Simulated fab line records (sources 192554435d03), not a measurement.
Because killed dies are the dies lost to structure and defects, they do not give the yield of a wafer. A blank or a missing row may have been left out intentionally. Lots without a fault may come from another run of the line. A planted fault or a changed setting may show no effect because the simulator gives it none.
Which tool is to blame?	flow n5_finfet	Sampling: 10 lots, 30 wafers, 5 of 1938 route steps

WHAT THE GAUGES READ, wafer by wafer
N5_SD_EPI_N_INSPECT_26: inspects for defects (darkfield). Usual: raw_defect_count 209, standard deviation 40.
lot	measured	on	raw_defect_count	flag
L371	day 3 11:56	defect_inspect-02	175 191 254	
L372	day 3 15:52	defect_inspect-01	203 148 136	
L376	day 4 17:45	defect_inspect-01	225 239 224	
L377	day 5 00:43	defect_inspect-02	171 167 210	
L381	day 6 01:36	defect_inspect-01	5915 6111 6158	OFF
L382	day 6 06:50	defect_inspect-02	5914 5953 6039	OFF
L386	day 7 04:41	defect_inspect-02	208 268 211	
L387	day 7 11:29	defect_inspect-02	215 173 156	
L391	day 8 16:26	defect_inspect-02	231 178 260	
L392	day 8 21:59	defect_inspect-02	175 237 190	

N5_SD_EPI_P_INSPECT_11: inspects for defects (macro). Usual: raw_defect_count 1.9, standard deviation 1.3.
lot	measured	on	raw_defect_count	flag
L371	day 3 12:16	defect_inspect-01	0 0 2	
L372	day 3 16:19	defect_inspect-02	1 3 0	
L376	day 4 18:05	defect_inspect-01	1 1 4	
L377	day 5 01:02	defect_inspect-02	2 2 1	
L386	day 7 05:08	defect_inspect-02	1 0 2	
L387	day 7 11:49	defect_inspect-02	1 2 0	
L391	day 8 16:46	defect_inspect-01	2 4 3	
L392	day 8 22:26	defect_inspect-01	1 2 1	

N5_BEOL_M4_RC_MEAS_101. Usual: DIBL_N 36.4 mV/V, standard deviation 1.4; DIBL_P 36.3 mV/V, standard deviation 1.8; IOFF_N 0.163 nA/um, standard deviation 0.024; IOFF_P 0.21 nA/um, standard deviation 0.034; ION_N 673 uA/um, standard deviation 11; ION_P 461 uA/um, standard deviation 7.4; SS_N 71.6 mV/dec, standard deviation 0.52; SS_P 73.3 mV/dec, standard deviation 0.58; VT_N 249.4 mV, standard deviation 2.5; VT_P -250 mV, standard deviation 3.5.
lot	measured	on	DIBL_N (mV/V)	DIBL_P (mV/V)	IOFF_N (nA/um)	IOFF_P (nA/um)	ION_N (uA/um)	ION_P (uA/um)	SS_N (mV/dec)	SS_P (mV/dec)	VT_N (mV)	VT_P (mV)	flag
L371	day 8 02:40	prober-02	37.2 36.7 37.6	37.1 37.9 37.5	0.176 0.180 0.190	0.21 0.23 0.22	668 684 673	451 467 456	71.9 71.8 71.6	73.0 73.3 72.7	248.3 248.2 248.1	-249 -249 -249	
L372	day 8 07:10	prober-01	37.2 37.2 37.5	38.0 37.4 38.2	0.170 0.169 0.181	0.25 0.24 0.24	663 668 666	456 462 459	71.9 71.2 71.9	73.8 73.4 73.8	245.9 249.0 246.9	-246 -248 -248	
L376	day 9 07:05	prober-01	37.5 35.5 38.3	36.9 34.4 37.3	0.177 0.136 0.186	0.25 0.20 0.27	684 668 677	470 464 467	72.3 71.2 71.6	73.5 72.7 73.2	250.3 249.4 249.5	-245 -249 -244	
L377	day 9 17:22	prober-01	34.1 35.7 34.1	35.5 37.6 35.9	0.139 0.168 0.138	0.18 0.22 0.19	652 668 656	448 455 455	71.5 71.9 71.8	73.3 73.5 73.8	253.9 249.8 253.2	-253 -252 -254	
L386	day 11 21:12	prober-02	37.7 35.0 35.7	35.9 33.7 33.7	0.174 0.124 0.138	0.21 0.17 0.17	663 661 653	451 455 448	72.5 71.4 71.8	73.4 73.3 72.7	252.2 254.1 252.6	-249 -250 -256	
L387	day 12 02:36	prober-01	36.4 34.9 35.2	37.2 35.6 36.2	0.175 0.147 0.153	0.22 0.19 0.19	676 683 682	461 465 468	71.5 70.5 70.8	73.4 72.6 72.1	248.3 248.1 249.0	-248 -251 -251	
L391	day 13 15:14	prober-02	35.1 36.0 35.1	34.8 35.2 35.0	0.137 0.146 0.142	0.19 0.20 0.20	665 666 662	460 455 456	70.9 71.1 70.9	73.0 72.9 72.6	250.8 251.1 248.0	-250 -250 -248	
L392	day 13 12:08	prober-02	35.3 34.5 35.9	31.4 30.9 32.4	0.130 0.117 0.137	0.15 0.14 0.16	674 669 660	453 450 446	71.3 70.8 70.6	72.9 72.6 72.0	250.6 251.5 250.8	-258 -257 -255	

WHAT TOOL EACH LOT RAN ON (gives the tool, then ch and the chambers of the sampled wafers, and finally the start)
lot	N5_SD_EPI_N_STRIP_47	N5_SD_EPI_N_STRIP_38
L371	rie_diel-04 ch 0,1,2, day 3 08:39	plasma_asher-02 ch 0,1, day 3 08:46
L372	rie_diel-03 ch 1,2,3, day 3 12:31	plasma_asher-02 ch 0,1, day 3 12:39
L376	rie_diel-04 ch 0,2,3, day 4 14:19	plasma_asher-02 ch 0,1, day 4 14:27
L377	rie_diel-04 ch 2,3, day 4 21:02	plasma_asher-01 ch 0,1, day 4 21:10
L381	rie_diel-04 ch 0,1, day 5 22:18	plasma_asher-01 ch 0,1, day 5 22:25
L382	rie_diel-04 ch 1,3, day 6 03:32	plasma_asher-01 ch 0,1, day 6 03:40
L386	rie_diel-03 ch 0,1,2, day 7 01:19	plasma_asher-02 ch 0, day 7 01:27
L387	rie_diel-04 ch 0,2, day 7 07:14	plasma_asher-02 ch 0,1, day 7 07:22
L391	rie_diel-04 ch 0,2, day 8 12:13	plasma_asher-01 ch 1, day 8 12:20
L392	rie_diel-04 ch 0,2,3, day 8 18:38	plasma_asher-01 ch 0,1, day 8 18:46
- N5_SD_EPI_N_STRIP_47: strips in CHF3/O2.
- N5_SD_EPI_N_STRIP_38: strips in N2/H2.

WHAT THE TOOLS THEMSELVES READ (means of the sampled wafers that have a number; where no wafer has one, the mark that the record gives instead)
N5_SD_EPI_N_STRIP_38. Usual: drypump_motor_current_A 5.8 A, standard deviation 0.62; h2_flow_sccm 3250 sccm, standard deviation 9.5; heater_power_w 342 W, standard deviation 27; oes_product_au 0.760 a.u., standard deviation 0.011.
lot	tool	drypump_motor_current_A (A)	h2_flow_sccm (sccm)	heater_power_w (W)	oes_product_au (a.u.)	flag
L371	plasma_asher-02	5.2	3248	364	0.761	
L372	plasma_asher-02	5.4	3259	350	0.757	
L376	plasma_asher-02	5.2	3240	369	0.761	
L377	plasma_asher-01	6.3	3258	322	0.757	
L381	plasma_asher-01	6.4	3253	330	-	OFF
L382	plasma_asher-01	6.4	3249	333	-	OFF
L386	plasma_asher-02	5.7	3259	320	0.757	
L387	plasma_asher-02	5.5	3252	349	0.765	
L391	plasma_asher-01	6.6	3259	327	0.757	
L392	plasma_asher-01	6.4	3253	325	0.752	

THE ANSWER, worked out from the rows above alone
Rule: a lot is off if the mean of its wafers that have a number lies more than 3 standard deviations from the usual mean. Also off: a lot with no number at a reading for which 4 or more lots have one. All remaining lots with rows at the step are treated as sound. The gauges are gone through in route order, then the tools' own readings, and for those a lot's mean is taken as printed above. At the first step where some lot is off, the reading lying furthest off is the one used; lots without a number count as furthest.
Off: L381, L382, at N5_SD_EPI_N_INSPECT_26 (raw_defect_count).
A tool fits if, at a process step before that reading, it ran every lot that is off, and no sound lot after the first of them. Not tried: the gauges at N5_SD_EPI_N_INSPECT_26; whatever is off there is also off at N5_SD_EPI_N_STRIP_38, on other tools, and gauge error can't account for it. No candidate that was tried fits.

WHAT HAD BEEN PUT IN BY THE SIMULATOR
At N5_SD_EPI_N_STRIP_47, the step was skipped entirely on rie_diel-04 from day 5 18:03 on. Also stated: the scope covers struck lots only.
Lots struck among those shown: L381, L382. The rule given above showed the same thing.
